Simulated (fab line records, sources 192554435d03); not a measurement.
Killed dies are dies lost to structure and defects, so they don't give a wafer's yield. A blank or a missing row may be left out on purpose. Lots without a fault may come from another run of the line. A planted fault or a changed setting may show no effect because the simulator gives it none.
Chamber matching | flow n5_finfet | N5_FIN_CUT_CUT_ETCH_26 on rie_diel-02: 4 sister chambers
The step etches SiNx in CH3F/O2, target depth 39 nm, time 55.7 s. 20 wafers are shown with their chamber, then 10 later ones without.

WAFERS WITH THEIR CHAMBER
wafer  | chamber | drypump_motor_current_A (A) | showerhead_plenum_p_Torr (Torr) | rf_vpp_V (V)
L077.1 | 1       | 6.2                         | 2.02                            | 297
L077.4 | 2       | 5.6                         | 1.89                            | 305
L077.6 | 1       | 6.2                         | 2.02                            | 295
L080.1 | 0       | 5.2                         | 1.97                            | 303
L080.2 | 1       | 6.2                         | 2.01                            | 296
L080.3 | 2       | 5.6                         | 1.89                            | 304
L080.4 | 3       | 5.5                         | 2.15                            | 289
L080.5 | 3       | 5.5                         | 2.15                            | 288
L080.6 | 0       | 5.2                         | 1.97                            | 301
L084.1 | 0       | 5.3                         | 1.97                            | 301
L084.2 | 3       | 5.5                         | 2.14                            | 288
L084.3 | 1       | 6.2                         | 2.01                            | 294
L084.4 | 2       | 5.6                         | 1.89                            | 303
L084.5 | 3       | 5.5                         | 2.14                            | 289
L084.6 | 0       | 5.2                         | 1.97                            | 301
L089.1 | 0       | 5.3                         | 1.96                            | 301
L089.5 | 0       | 5.3                         | 1.96                            | 301
L089.6 | 1       | 6.2                         | 2.01                            | 296
L092.1 | 2       | 5.6                         | 1.89                            | 304
L092.3 | 0       | 5.2                         | 1.96                            | 303

SIGNATURES (means of the wafers above)
reading                  | chamber 0 | chamber 1 | chamber 2 | chamber 3 | scatter within a chamber
drypump_motor_current_A  | 5.243     | 6.200     | 5.600     | 5.500     | 0.0327
showerhead_plenum_p_Torr | 1.9657    | 2.0140    | 1.8900    | 2.1450    | 0.00495
rf_vpp_V                 | 301.57    | 295.60    | 304.00    | 288.50    | 0.933
Rule: a wafer's distance from a chamber is the root of the sum, over the readings, of the square of ((its reading less the chamber's mean) divided by the reading's scatter). The wafer belongs to the nearest chamber; if the next one is less than 2 further off, it can't be placed. The scatter: the root of (the sum of the squares of (reading less its chamber's mean) over the shown wafers, divided by (wafers less chambers)).

WAFERS WITHOUT THEIR CHAMBER
wafer  | drypump_motor_current_A (A) | showerhead_plenum_p_Torr (Torr) | rf_vpp_V (V)
L092.4 | 5.5                         | 2.14                            | 290
L093.1 | 6.2                         | 2.01                            | 296
L093.2 | 5.5                         | 2.14                            | 289
L093.3 | 5.2                         | 1.96                            | 302
L093.4 | 5.6                         | 1.88                            | 304
L093.5 | 5.5                         | 2.14                            | 287
L093.6 | 5.2                         | 1.96                            | 302
L096.1 | 5.3                         | 1.96                            | 301
L096.4 | 6.2                         | 2.01                            | 296
L096.5 | 5.5                         | 2.13                            | 288

WHICH CHAMBER EACH WENT THROUGH
wafer  | from the rows above | in truth
L092.4 | 3                   | 3
L093.1 | 1                   | 1
L093.2 | 3                   | 3
L093.3 | 0                   | 0
L093.4 | 2                   | 2
L093.5 | 3                   | 3
L093.6 | 0                   | 0
L096.1 | 0                   | 0
L096.4 | 1                   | 1
L096.5 | 3                   | 3
Placed correctly: 10 of 10. Can't be placed from these rows: 0. Placed wrongly: 0.
